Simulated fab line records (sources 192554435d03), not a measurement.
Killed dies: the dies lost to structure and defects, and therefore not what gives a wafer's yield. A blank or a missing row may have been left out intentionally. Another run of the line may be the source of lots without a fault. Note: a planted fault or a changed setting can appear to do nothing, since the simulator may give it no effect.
Lot-split experiment / flow n5Finfet / route with 1938 steps; 7 lots, 21 wafers read

ABOUT THE SPLIT
At N5_BEOL_M0_SAQP_ALD_48 (deposits SiO2, target thk 20 nm, pulse time 1 s, co reactant pulse time 1 s), the setting aldCycles was moved away from the recipe's 139 on 8 of the 21 wafers read, by -12.9% to +10.1%. All remaining wafers had this setting at the recipe value.

FROM THE SPLIT TO THE READING: what the file shows between them, 10 steps
- N5_BEOL_M0_SAQP_ETCH_49: etches SiO2 in CF4/O2, target depth 37 nm
- N5_BEOL_M0_SAQP_STRIP_75: strips in CF4
- N5_BEOL_M0_CUTY_COAT_50: time 60 s, resist thk 15 nm
- N5_BEOL_M0_CUTY_COAT_51: resist thk 150 nm
- N5_BEOL_M0_CUTY_DESCUM_61: chemistry O2, time 7.9 s
- N5_BEOL_M0_CUTY_ETCH_62: etches SiARC in CF4, time 58.5 s
- N5_BEOL_M0_CUTY_ETCH_63: etches SOC in N2/H2, target depth 82.7 nm, overetch 16.5 nm, time 124 s
- N5_BEOL_M0_CUTY_STRIP_64: strips in N2/H2
- N5_BEOL_M0_ETCH_138: etches SiCN in CH3F/O2, target depth 12 nm, time 31.6 s
- N5_BEOL_M0_HM_OPEN_105: chemistry Cl2/BCl3, target TiN, target depth 12 nm

THE READING
SiO2_of_BEOL_M0_SAQP_ALD_48.thkNm (the simulator's own value, which no gauge read), in nm, at N5_BEOL_M0_STRIP_140 (strips in CF4). There is no usual value for it anywhere in the file. Here, 13 wafers ran the recipe; their average is 11.5 nm with a standard deviation of 0.38 nm.

wafer=L074.1; tool, chamber at the split=aldSin-04, 3,1; aldCycles as run=153; against the recipe=+10.1%; SiO2_of_BEOL_M0_SAQP_ALD_48.thkNm, nm=13.2; against lot-mates on the recipe=+2.2
wafer=L074.5; tool, chamber at the split=aldSin-04, 3,1; aldCycles as run=153; against the recipe=+10.1%; SiO2_of_BEOL_M0_SAQP_ALD_48.thkNm, nm=12.8; against lot-mates on the recipe=+1.8
wafer=L074.6; tool, chamber at the split=aldSin-04, 2; aldCycles as run=139; against the recipe=recipe; SiO2_of_BEOL_M0_SAQP_ALD_48.thkNm, nm=11; against lot-mates on the recipe=-
wafer=L075.2; tool, chamber at the split=aldSin-03, 2,3,0; aldCycles as run=139; against the recipe=recipe; SiO2_of_BEOL_M0_SAQP_ALD_48.thkNm, nm=11.4; against lot-mates on the recipe=-
wafer=L075.5; tool, chamber at the split=aldSin-03, 2,3,0; aldCycles as run=139; against the recipe=recipe; SiO2_of_BEOL_M0_SAQP_ALD_48.thkNm, nm=11; against lot-mates on the recipe=-
wafer=L075.6; tool, chamber at the split=aldSin-03, 2,3,0; aldCycles as run=139; against the recipe=recipe; SiO2_of_BEOL_M0_SAQP_ALD_48.thkNm, nm=11.8; against lot-mates on the recipe=-
wafer=L076.3; tool, chamber at the split=aldSin-02, 3; aldCycles as run=139; against the recipe=recipe; SiO2_of_BEOL_M0_SAQP_ALD_48.thkNm, nm=11.6; against lot-mates on the recipe=-
wafer=L076.4; tool, chamber at the split=aldSin-02, 0,2; aldCycles as run=124; against the recipe=-10.8%; SiO2_of_BEOL_M0_SAQP_ALD_48.thkNm, nm=10.4; against lot-mates on the recipe=-1.2
wafer=L076.5; tool, chamber at the split=aldSin-02, 0,2; aldCycles as run=124; against the recipe=-10.8%; SiO2_of_BEOL_M0_SAQP_ALD_48.thkNm, nm=10.4; against lot-mates on the recipe=-1.2
wafer=L083.1; tool, chamber at the split=aldSin-04, 3,0; aldCycles as run=139; against the recipe=recipe; SiO2_of_BEOL_M0_SAQP_ALD_48.thkNm, nm=11.8; against lot-mates on the recipe=-
wafer=L083.4; tool, chamber at the split=aldSin-04, 3,0; aldCycles as run=139; against the recipe=recipe; SiO2_of_BEOL_M0_SAQP_ALD_48.thkNm, nm=11.6; against lot-mates on the recipe=-
wafer=L083.5; tool, chamber at the split=aldSin-04, 1; aldCycles as run=152; against the recipe=+9.4%; SiO2_of_BEOL_M0_SAQP_ALD_48.thkNm, nm=12.6; against lot-mates on the recipe=+0.9
wafer=L091.3; tool, chamber at the split=aldSin-04, 1; aldCycles as run=139; against the recipe=recipe; SiO2_of_BEOL_M0_SAQP_ALD_48.thkNm, nm=11.2; against lot-mates on the recipe=-
wafer=L091.4; tool, chamber at the split=aldSin-04, 2; aldCycles as run=121; against the recipe=-12.9%; SiO2_of_BEOL_M0_SAQP_ALD_48.thkNm, nm=9.4; against lot-mates on the recipe=-1.7
wafer=L091.5; tool, chamber at the split=aldSin-04, 1; aldCycles as run=139; against the recipe=recipe; SiO2_of_BEOL_M0_SAQP_ALD_48.thkNm, nm=11; against lot-mates on the recipe=-
wafer=L093.2; tool, chamber at the split=aldSin-02, 1,2,1; aldCycles as run=139; against the recipe=recipe; SiO2_of_BEOL_M0_SAQP_ALD_48.thkNm, nm=11.2; against lot-mates on the recipe=-
wafer=L093.3; tool, chamber at the split=aldSin-02, 1,2,1; aldCycles as run=139; against the recipe=recipe; SiO2_of_BEOL_M0_SAQP_ALD_48.thkNm, nm=12.2; against lot-mates on the recipe=-
wafer=L093.4; tool, chamber at the split=aldSin-02, 1,2,1; aldCycles as run=139; against the recipe=recipe; SiO2_of_BEOL_M0_SAQP_ALD_48.thkNm, nm=12; against lot-mates on the recipe=-
wafer=L094.1; tool, chamber at the split=aldSin-04, 3,2; aldCycles as run=132; against the recipe=-5.0%; SiO2_of_BEOL_M0_SAQP_ALD_48.thkNm, nm=10.4; against lot-mates on the recipe=-1.0
wafer=L094.2; tool, chamber at the split=aldSin-04, 3,2; aldCycles as run=132; against the recipe=-5.0%; SiO2_of_BEOL_M0_SAQP_ALD_48.thkNm, nm=11.2; against lot-mates on the recipe=-0.2
wafer=L094.3; tool, chamber at the split=aldSin-04, 0; aldCycles as run=139; against the recipe=recipe; SiO2_of_BEOL_M0_SAQP_ALD_48.thkNm, nm=11.4; against lot-mates on the recipe=-
Where a row lists several chambers, the file gives one row for several wafers and doesn't say which wafer went through which chamber.

FIT RESULTS
A straight line over all 21 wafers: SiO2_of_BEOL_M0_SAQP_ALD_48.thkNm changes by +0.133 nm for each +1% of aldCycles; r = +0.91; the points scatter about the line by 0.38 nm.
The same after taking each lot's own level away (the mean of its wafers on the recipe; 21 wafers): +0.14 nm for each +1%; r = +0.93; scatter 0.35 nm.
According to that fit, moving aldCycles by its largest amount changes the reading by 1.8 nm.
The span of the lots' own levels, 11.00 to 11.80 nm, comes to 2.1 times the standard deviation stated above.
Hence the lot-to-lot level has little effect on the slope; both slopes agree.
Check: -1.74 nm against its lot-mates is what the line predicts for one of the wafers moved furthest among these (-12.9%) when that wafer is left out of the fit. It came out at -1.7 nm against them.

THE WHOLE CHAIN: every reading that the file lists as answering this split, in the file's order
step=N5_BEOL_M0_SAQP_ALD_48; what it does=deposits SiO2, target thk 20 nm, pulse time 1 s, co reactant pulse time 1 s; reading=SiO2_of_BEOL_M0_SAQP_ALD_48.thkNm (the simulator's own value, which no gauge read); change (the file's fit)=+0.19 nm for each +1% of the setting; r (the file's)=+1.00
step=N5_BEOL_M0_SAQP_ETCH_49; what it does=etches SiO2 in CF4/O2, target depth 37 nm; reading=SiO2_of_BEOL_M0_SAQP_ALD_48.thkNm (the simulator's own value, which no gauge read); change (the file's fit)=+0.17 nm for each +1% of the setting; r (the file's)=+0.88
step=N5_BEOL_M0_SAQP_STRIP_75; what it does=strips in CF4; reading=SiO2_of_BEOL_M0_SAQP_ALD_48.thkNm (the simulator's own value, which no gauge read); change (the file's fit)=+0.178 nm for each +1% of the setting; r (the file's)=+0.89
step=N5_BEOL_M0_CUTY_ETCH_62; what it does=etches SiARC in CF4, time 58.5 s; reading=SiO2_of_BEOL_M0_SAQP_ALD_48.thkNm (the simulator's own value, which no gauge read); change (the file's fit)=+0.151 nm for each +1% of the setting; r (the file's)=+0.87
step=N5_BEOL_M0_CUTY_ETCH_63; what it does=etches SOC in N2/H2, target depth 82.7 nm, overetch 16.5 nm, time 124 s; reading=SiO2_of_BEOL_M0_SAQP_ALD_48.thkNm (the simulator's own value, which no gauge read); change (the file's fit)=+0.144 nm for each +1% of the setting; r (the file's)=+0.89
step=N5_BEOL_M0_STRIP_140; what it does=strips in CF4; reading=SiO2_of_BEOL_M0_SAQP_ALD_48.thkNm (the simulator's own value, which no gauge read); change (the file's fit)=+0.134 nm for each +1% of the setting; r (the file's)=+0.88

FILE'S OWN FIT
SiO2_of_BEOL_M0_SAQP_ALD_48.thkNm changes by +0.134 nm for each +1% of aldCycles, r = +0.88.
